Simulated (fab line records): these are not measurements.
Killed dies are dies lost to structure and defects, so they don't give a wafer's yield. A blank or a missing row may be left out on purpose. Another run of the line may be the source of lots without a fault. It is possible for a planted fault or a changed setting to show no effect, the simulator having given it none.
Which tool was responsible? -- flow nandHarc -- Sampling: 12 lots, 36 wafers, 5 of 1302 route steps

## WHAT EACH GAUGE READ, for each wafer
NHARC_A_BONDPAD_CD_MEAS_13.
lot,measured,on,cdNm (nm)
L709,day 23 13:22,cdSem-02,497.4 497.8 500.8
L710,day 23 17:52,cdSem-03,502.5 499.4 501.7
L713,day 24 11:12,cdSem-03,497.2 499.4 501.1
L715,day 25 11:58,cdSem-02,497.5 501.5 500.8
L714,day 25 13:04,cdSem-02,496.9 501.6 495.6
L718,day 26 15:49,cdSem-03,500.3 498.3 498.2
L716,day 27 09:46,cdSem-02,500.4 498.9 500.7
L720,day 27 18:53,cdSem-03,496.4 495.9 500.0
L722,day 28 12:58,cdSem-03,495.1 498.8 497.2
L721,day 28 15:50,cdSem-01,499.8 494.5 499.9
L731,day 32 11:16,cdSem-01,498.9 497.5 501.4
L732,day 32 15:16,cdSem-01,495.3 498.6 498.4

NHARC_END_SORT_01.
lot,measured,on,defectLimitedYield (%),killedAtArray,killedAtOther,killedAtPeriphery,killedDies,killedOpen,killedShort
L710,day 25 03:10,prober-01,90.1 90.4 90.7,63 60 59,2 3 0,2 2 4,67 65 63,3 6 1,2 2 5
L715,day 26 21:28,prober-02,87.7 89.4 87.9,78 67 77,1 2 1,4 3 4,83 72 82,3 2 5,3 1 0
L721,day 29 21:09,prober-02,83.0 86.4 88.5,112 83 68,1 1 3,2 8 7,115 92 78,2 6 5,4 5 3

## EACH LOT AND THE TOOL THAT RAN IT (in order: tool; ch and the chambers of the sampled wafers; start)
lot,NHARC_A_BONDPAD_DEP_00,NHARC_A_BONDPAD_ETCH_12,NHARC_A_BONDPAD_STRIP_15
L709,"pecvd-04 ch 0,1,2, day 23 11:34","rieDiel-10 ch 0,2, day 23 13:22 or earlier","rieDiel-08 ch 1,2, day 23 13:26"
L710,"pecvd-03 ch 0,1, day 23 17:52 or earlier","rieDiel-10 ch 0,1,2, day 23 17:52 or earlier","rieDiel-13 ch 0,2, day 23 17:56"
L713,"pecvd-04 ch 0,1, day 24 09:34","rieDiel-08 ch 1,2,3, day 24 11:12 or earlier","rieDiel-13 ch 0,2, day 24 11:16"
L715,"pecvd-04 ch 0,1,2, day 25 10:28","rieDiel-10 ch 0,1, day 25 11:58 or earlier","rieDiel-13 ch 0,3, day 25 12:02"
L714,"pecvd-04 ch 0,1,2, day 25 11:19","rieDiel-10 ch 0,2,3, day 25 13:04 or earlier","rieDiel-13 ch 0,1,2, day 25 13:09"
L718,"pecvd-04 ch 0,1,2, day 26 14:11","rieDiel-10 ch 1,2, day 26 15:49 or earlier","rieDiel-10 ch 1,2,3, day 26 15:56"
L716,"pecvd-03 ch 0,2, day 27 08:10","rieDiel-10 ch 0,1, day 27 09:46 or earlier","rieDiel-10 ch 0,2,3, day 27 09:52"
L720,"pecvd-03 ch 0,1,2, day 27 17:24","rieDiel-10 ch 0,1,2, day 27 18:53 or earlier","rieDiel-13 ch 0,2,3, day 27 18:59"
L722,"pecvd-03 ch 0,1,2, day 28 11:13","rieDiel-10 ch 0,3, day 28 12:58 or earlier","rieDiel-10 ch 0,2,3, day 28 13:04"
L721,"pecvd-03 ch 0,1, day 28 14:14","rieDiel-13 ch 0,2, day 28 15:50 or earlier","rieDiel-10 ch 0,2,3, day 28 15:55"
L731,"pecvd-04 ch 0,1, day 32 09:38","rieDiel-08 ch 1,2,3, day 32 11:16 or earlier","rieDiel-08 ch 0,1,3, day 32 11:20"
L732,"pecvd-02 ch 1,2, day 32 13:32","rieDiel-08 ch 1,2,3, day 32 15:16 or earlier","rieDiel-13 ch 0,1,2, day 32 15:21"
- NHARC_A_BONDPAD_DEP_00: deposits SiCN, target thk 250 nm.
- NHARC_A_BONDPAD_ETCH_12: etches the open film in CHF3/O2, target depth 220 nm, time 110 s.
- NHARC_A_BONDPAD_STRIP_15: strips in O2.

## WHAT THE TOOLS THEMSELVES READ (means of the sampled wafers that have a number; where no wafer has one, the mark that the record gives instead)
NHARC_A_BONDPAD_DEP_00.
lot,tool,heaterPowerOuterW (W),heaterPowerW (W)
L709,pecvd-04,368,649
L710,pecvd-03,303,542
L713,pecvd-04,333,586
L715,pecvd-04,333,611
L714,pecvd-04,351,631
L718,pecvd-04,324,591
L716,pecvd-03,301,511
L720,pecvd-03,304,519
L722,pecvd-03,309,540
L721,pecvd-03,277,499
L731,pecvd-04,367,640
L732,pecvd-02,292,523

NHARC_A_BONDPAD_ETCH_12.
lot,tool,drypumpMotorCurrentA (A),o2FlowSccm (sccm),oesProductAu (a.u.),rfVppV (V),showerheadPlenumPTorr (Torr),throttleValvePct (%)
L709,rieDiel-10,5.9,9.973,0.958,369.8,2.37,20.571
L710,rieDiel-10,6.0,10.011,0.958,370.0,2.37,20.571
L713,rieDiel-08,5.9,10.009,0.966,369.9,2.34,20.577
L715,rieDiel-10,6.3,9.985,0.960,371.1,2.40,20.564
L714,rieDiel-10,5.8,10.008,0.926,369.5,2.34,20.573
L718,rieDiel-10,5.7,10.021,0.975,368.9,2.34,20.572
L716,rieDiel-10,6.1,10.033,0.945,369.8,2.36,20.574
L720,rieDiel-10,6.0,10.018,0.969,370.5,2.36,20.566
L722,rieDiel-10,6.1,9.959,0.947,370.2,2.37,20.567
L721,rieDiel-13,5.5,9.993,0.938,367.6,2.27,20.566
L731,rieDiel-08,5.9,10.014,0.957,368.6,2.32,20.569
L732,rieDiel-08,5.9,10.025,0.967,368.1,2.32,20.575

NHARC_A_BONDPAD_STRIP_15.
lot,tool,chamberPressureMTorr (mTorr),drypumpMotorCurrentA (A),o2FlowSccm (sccm),oesProductAu (a.u.),rfVppV (V),showerheadPlenumPTorr (Torr),throttleValvePct (%)
L709,rieDiel-08,59.96,6.0,501.4,0.990,57.9,3.46,17.038
L710,rieDiel-13,60.03,5.9,500.4,1.002,58.4,3.34,17.029
L713,rieDiel-13,60.01,5.5,499.5,1.004,56.9,3.34,17.037
L715,rieDiel-13,59.96,5.3,501.7,1.010,57.3,3.42,17.026
L714,rieDiel-13,59.97,5.5,500.8,1.003,57.8,3.39,17.033
L718,rieDiel-10,60.00,5.6,499.6,0.994,57.0,3.39,17.040
L716,rieDiel-10,60.04,5.8,500.1,0.996,57.9,3.44,17.037
L720,rieDiel-13,59.98,5.6,500.2,1.000,56.5,3.37,17.040
L722,rieDiel-10,60.05,5.8,501.0,0.995,57.2,3.44,17.037
L721,rieDiel-10,55.88,5.8,501.6,0.995,58.0,3.44,17.040
L731,rieDiel-08,59.99,5.7,500.3,0.992,57.5,3.43,17.033
L732,rieDiel-13,59.98,5.5,500.1,1.007,57.7,3.38,17.038

## THE ANSWER, worked out from the rows above alone
Rule: the usual values come from the lots themselves. The widest of any qualifying gaps counts: lots, ordered by their means at a reading, are off when they make up no more than a third of the lots, leave a main group of 4 or more, and stand apart from it by 3 or more times the standard deviation of that group's means. A main group whose means are all the same, to the digits that the tables above print for the reading, isn't used. A lot without any number at a reading at which 4 lots or more have one is off too. Any other lot the step has rows for is counted as sound. After the gauges, taken in route order, come the tools' own readings; for these a lot's mean is taken, as printed above. The first step at which some lot is off is used, and at that step the reading that is off furthest; a lot without a number counts as furthest.
Off: L721, at NHARC_A_BONDPAD_STRIP_15 (chamberPressureMTorr). Main group: mean 60.00 mTorr, sd 0.03.
If a tool, at that step or one of the process steps before it, ran each lot that is off and ran no sound lot following the first of them, it fits. NHARC_A_BONDPAD_DEP_00: start missing for some lots; hours and lot order therefore follow NHARC_A_BONDPAD_CD_MEAS_13. NHARC_A_BONDPAD_ETCH_12: start missing for some lots; hours and lot order therefore follow NHARC_A_BONDPAD_CD_MEAS_13. Can't be told from this: 3 tools fit, pecvd-03 at NHARC_A_BONDPAD_DEP_00, rieDiel-13 at NHARC_A_BONDPAD_ETCH_12, rieDiel-10 at NHARC_A_BONDPAD_STRIP_15.

## WHAT WAS PUT IN BY THE SIMULATOR
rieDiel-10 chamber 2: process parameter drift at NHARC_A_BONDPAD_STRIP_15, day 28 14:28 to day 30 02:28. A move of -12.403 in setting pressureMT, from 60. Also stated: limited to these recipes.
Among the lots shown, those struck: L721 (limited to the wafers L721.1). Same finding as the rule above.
